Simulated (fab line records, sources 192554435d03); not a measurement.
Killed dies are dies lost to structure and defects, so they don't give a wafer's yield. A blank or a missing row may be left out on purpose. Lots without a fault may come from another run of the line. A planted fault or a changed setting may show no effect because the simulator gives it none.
Chamber matching | flow n5_finfet | N5_BEOL_M12_TRENCH_ETCH_34 on rie_diel-02: 4 sister chambers
The step etches SiOC in C4F8/O2/Ar, target depth 318.95 nm, time 125.5 s. 14 wafers are shown with their chamber, then 7 later ones without.

WAFERS WITH THEIR CHAMBER
wafer  | chamber | drypump_motor_current_A (A) | showerhead_plenum_p_Torr (Torr) | throttle_valve_pct (%)
L076.1 | 3       | 5.9                         | 3.45                            | 24.29
L076.3 | 2       | 5.6                         | 3.48                            | 24.45
L076.4 | 1       | 4.8                         | 3.24                            | 24.13
L079.2 | 2       | 5.6                         | 3.47                            | 24.44
L079.4 | 3       | 5.9                         | 3.44                            | 24.29
L079.5 | 0       | 5.5                         | 3.43                            | 23.81
L081.2 | 0       | 5.5                         | 3.43                            | 23.82
L081.3 | 3       | 5.9                         | 3.44                            | 24.30
L081.6 | 2       | 5.6                         | 3.47                            | 24.45
L088.1 | 0       | 5.5                         | 3.42                            | 23.85
L088.2 | 2       | 5.6                         | 3.46                            | 24.48
L088.4 | 3       | 5.8                         | 3.43                            | 24.33
L091.1 | 2       | 5.7                         | 3.46                            | 24.48
L091.4 | 0       | 5.5                         | 3.42                            | 23.85

SIGNATURES (means of the wafers above)
reading                  | chamber 0 | chamber 1 | chamber 2 | chamber 3 | scatter within a chamber
drypump_motor_current_A  | 5.500     | 4.800     | 5.620     | 5.875     | 0.0394
showerhead_plenum_p_Torr | 3.4250    | 3.2400    | 3.4680    | 3.4400    | 0.00762
throttle_valve_pct       | 23.8325   | 24.1300   | 24.4600   | 24.3025   | 0.0194
Rule: a wafer's distance from a chamber is the root of the sum, over the readings, of the square of ((its reading less the chamber's mean) divided by the reading's scatter). The wafer belongs to the nearest chamber; if the next one is less than 2 further off, it can't be placed. The scatter: the root of (the sum of the squares of (reading less its chamber's mean) over the shown wafers, divided by (wafers less chambers)).

WAFERS WITHOUT THEIR CHAMBER
wafer  | drypump_motor_current_A (A) | showerhead_plenum_p_Torr (Torr) | throttle_valve_pct (%)
L091.5 | 5.6                         | 3.46                            | 24.47
L090.3 | 4.8                         | 3.63                            | 23.82
L090.5 | 4.8                         | 3.63                            | 23.83
L090.6 | 5.5                         | 3.42                            | 23.86
L096.1 | 5.6                         | 3.45                            | 24.50
L096.5 | 5.6                         | 3.45                            | 24.52
L096.6 | 4.9                         | 3.62                            | 23.85

WHICH CHAMBER EACH WENT THROUGH
wafer  | from the rows above | in truth
L091.5 | 2                   | 2
L090.3 | 0                   | 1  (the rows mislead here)
L090.5 | 0                   | 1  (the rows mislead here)
L090.6 | 0                   | 0
L096.1 | 2                   | 2
L096.5 | 2                   | 2
L096.6 | 0                   | 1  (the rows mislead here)
Placed correctly: 4 of 7. Can't be placed from these rows: 0. Placed wrongly: 3.
